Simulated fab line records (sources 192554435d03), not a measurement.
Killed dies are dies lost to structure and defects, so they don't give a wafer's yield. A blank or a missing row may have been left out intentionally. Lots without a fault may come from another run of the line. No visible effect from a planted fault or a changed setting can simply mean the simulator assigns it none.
Split-lot study :: flow n5Finfet :: route with 1938 steps; 7 lots, 21 wafers read

THE SPLIT ITSELF
At N5_MOL_CONTACT_COAG_VIA_ETCH_46 (etches SiO2 in C4F6/O2, target depth 46 nm, overetch 9.2 nm, time 40 s), the setting biasW was moved away from the recipe's 455 W on 6 of the 21 wafers read, by -4.8% to +17.3%. All remaining wafers had this setting at the recipe value.

Reading taken at the split's own step.

THE READING
rfVppV, in V, at N5_MOL_CONTACT_COAG_VIA_ETCH_46 (etches SiO2 in C4F6/O2, target depth 46 nm, overetch 9.2 nm, time 40 s). Fault-free wafers of this fab line usually give 1595 V, standard deviation 24 V.

wafer: L074.1
tool, chamber at the split: rieDiel-04, 2
biasW as run, W: 455
against the recipe: recipe
rfVppV, V: 1632
against lot-mates on the recipe: -

wafer: L074.3
tool, chamber at the split: rieDiel-04, 3
biasW as run, W: 455
against the recipe: recipe
rfVppV, V: 1637
against lot-mates on the recipe: -

wafer: L074.5
tool, chamber at the split: rieDiel-04, 2
biasW as run, W: 455
against the recipe: recipe
rfVppV, V: 1633
against lot-mates on the recipe: -

wafer: L076.1
tool, chamber at the split: rieDiel-01, 1
biasW as run, W: 455
against the recipe: recipe
rfVppV, V: 1599
against lot-mates on the recipe: -

wafer: L076.4
tool, chamber at the split: rieDiel-01, 2
biasW as run, W: 455
against the recipe: recipe
rfVppV, V: 1583
against lot-mates on the recipe: -

wafer: L076.5
tool, chamber at the split: rieDiel-01, 1
biasW as run, W: 533.7
against the recipe: +17.3%
rfVppV, V: 1802
against lot-mates on the recipe: +211

wafer: L077.1
tool, chamber at the split: rieDiel-04, 3
biasW as run, W: 455
against the recipe: recipe
rfVppV, V: 1637
against lot-mates on the recipe: -

wafer: L077.4
tool, chamber at the split: rieDiel-04, 3
biasW as run, W: 455
against the recipe: recipe
rfVppV, V: 1638
against lot-mates on the recipe: -

wafer: L077.5
tool, chamber at the split: rieDiel-04, 1
biasW as run, W: 526.2
against the recipe: +15.6%
rfVppV, V: 1809
against lot-mates on the recipe: +172

wafer: L080.1
tool, chamber at the split: rieDiel-04, 0
biasW as run, W: 455
against the recipe: recipe
rfVppV, V: 1580
against lot-mates on the recipe: -

wafer: L080.2
tool, chamber at the split: rieDiel-04, 3
biasW as run, W: 455
against the recipe: recipe
rfVppV, V: 1636
against lot-mates on the recipe: -

wafer: L080.6
tool, chamber at the split: rieDiel-04, 0
biasW as run, W: 455
against the recipe: recipe
rfVppV, V: 1579
against lot-mates on the recipe: -

wafer: L082.1
tool, chamber at the split: rieDiel-01, 3
biasW as run, W: 455
against the recipe: recipe
rfVppV, V: 1584
against lot-mates on the recipe: -

wafer: L082.4
tool, chamber at the split: rieDiel-01, 2
biasW as run, W: 480
against the recipe: +5.5%
rfVppV, V: 1647
against lot-mates on the recipe: +63

wafer: L082.6
tool, chamber at the split: rieDiel-01, 2
biasW as run, W: 480
against the recipe: +5.5%
rfVppV, V: 1647
against lot-mates on the recipe: +63

wafer: L083.4
tool, chamber at the split: rieDiel-04, 3
biasW as run, W: 433.1
against the recipe: -4.8%
rfVppV, V: 1577
against lot-mates on the recipe: +0

wafer: L083.5
tool, chamber at the split: rieDiel-04, 2
biasW as run, W: 433.1
against the recipe: -4.8%
rfVppV, V: 1574
against lot-mates on the recipe: -3

wafer: L083.6
tool, chamber at the split: rieDiel-04, 0
biasW as run, W: 455
against the recipe: recipe
rfVppV, V: 1577
against lot-mates on the recipe: -

wafer: L086.3
tool, chamber at the split: rieDiel-04, 0
biasW as run, W: 455
against the recipe: recipe
rfVppV, V: 1578
against lot-mates on the recipe: -

wafer: L086.4
tool, chamber at the split: rieDiel-04, 2
biasW as run, W: 455
against the recipe: recipe
rfVppV, V: 1632
against lot-mates on the recipe: -

wafer: L086.5
tool, chamber at the split: rieDiel-04, 1
biasW as run, W: 455
against the recipe: recipe
rfVppV, V: 1626
against lot-mates on the recipe: -

FIT RESULTS
A straight line over all 21 wafers: rfVppV changes by +11 V for each +1% of biasW; r = +0.92; the points scatter about the line by 26 V.
The same after taking each lot's own level away (the mean of its wafers on the recipe; 21 wafers): +10.4 V for each +1%; r = +0.94; scatter 22 V.
Per that fit: largest biasW move, reading shift of 1.8e+02 V.
The lots' own levels span 1577.0 to 1637.5 V, that is 2.5 times the standard deviation above.
The two slopes are in agreement: the lot-to-lot level therefore moves the slope only a little.
Check: with one of the wafers moved furthest among these (+17.3%) left out of the fit, the line predicts +168 V for it against its lot-mates. It came out at +211 V against them.
Tool readings at the split's step, against how far the setting was moved: rfVppV r = +0.92.

OTHER SPLITS ON THESE WAFERS
Other splits were also applied to these wafers ahead of the reading. Each is held against what the fit with the lots' levels taken away leaves over:
other split on the same wafers: N5_HKMG_FIN_EXPOSE_46 doseMj
wafers away from the commonest value: 7
r with rfVppV (lot level and that fit taken away): +0.20

FILE'S OWN FIT
rfVppV changes by +11.2 V for each +1% of biasW, r = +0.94.
